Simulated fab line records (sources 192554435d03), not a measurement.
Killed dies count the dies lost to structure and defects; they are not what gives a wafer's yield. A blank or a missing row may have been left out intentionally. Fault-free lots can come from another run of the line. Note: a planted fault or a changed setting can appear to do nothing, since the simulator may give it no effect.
Which tool did it? ; flow n5Finfet ; 22 lots, 66 wafers sampled, at 1 step of a route of 1938

== WHAT THE GAUGES READ, wafer by wafer ==
N5_BEOL_M3_THK_MEAS_01. Usual: M3_ILD_THK 78.9 nm, standard deviation 1.
lot;measured;on;M3_ILD_THK (nm);flag
L074;day 6 21:31;filmMetro-02;78.7 79.9 78.9;
L075;day 7 07:58;filmMetro-02;76.5 78.5 78.4;
L076;day 7 11:18;filmMetro-02;78.7 78.2 79.9;
L077;day 7 12:41;filmMetro-02;76.6 80.0 80.1;
L078;day 8 04:08;filmMetro-01;78.8 77.7 80.0;
L079;day 8 07:16;filmMetro-02;79.1 77.7 80.5;
L080;day 8 10:13;filmMetro-02;77.8 77.7 78.9;
L081;day 8 12:52;filmMetro-02;78.3 76.7 78.6;
L082;day 9 04:17;filmMetro-02;78.1 80.1 78.9;
L083;day 9 06:55;filmMetro-01;78.0 78.0 80.1;
L085;day 9 16:44;filmMetro-02;77.9 77.3 80.1;
L086;day 10 00:55;filmMetro-01;78.7 77.6 78.6;
L087;day 10 06:37;filmMetro-02;78.4 79.4 79.1;
L088;day 10 10:19;filmMetro-01;77.2 77.2 78.8;
L089;day 10 21:38;filmMetro-02;78.0 79.2 81.0;
L090;day 11 02:51;filmMetro-02;77.8 79.2 78.4;
L091;day 11 10:57;filmMetro-01;79.5 80.0 79.8;
L092;day 11 11:47;filmMetro-01;77.7 78.2 80.1;
L093;day 11 14:59;filmMetro-02;79.3 80.2 80.0;
L094;day 11 17:04;filmMetro-02;80.8 79.5 80.2;
L095;day 12 05:17;filmMetro-02;78.7 79.3 80.7;
L096;day 12 09:29;filmMetro-02;78.9 78.3 79.3;

== WHAT TOOL EACH LOT RAN ON (gives the tool, then ch and the chambers of the sampled wafers, and finally the start) ==
Before these readings, the record contains no process step.

== WHAT THE TOOLS THEMSELVES READ (means of the sampled wafers that have a number; where no wafer has one, the mark that the record gives instead) ==
The record holds no such reading with a usual standard deviation.

== THE ANSWER, worked out from the rows above alone ==
Rule: take the mean of a lot's wafers that have a number; if it is more than 3 standard deviations from the usual mean, the lot is off. Also off: a lot with no number at a reading for which 4 or more lots have one. The other lots that the step has rows for count as sound. The gauges are gone through in route order, then the tools' own readings, and for those a lot's mean is taken as printed above. The first step at which some lot is off is used, and at that step the reading that is off furthest; a lot without a number counts as furthest.
Across all readings shown, no lot is off: no conclusion can be drawn from this.

== WHAT HAD BEEN PUT IN BY THE SIMULATOR ==
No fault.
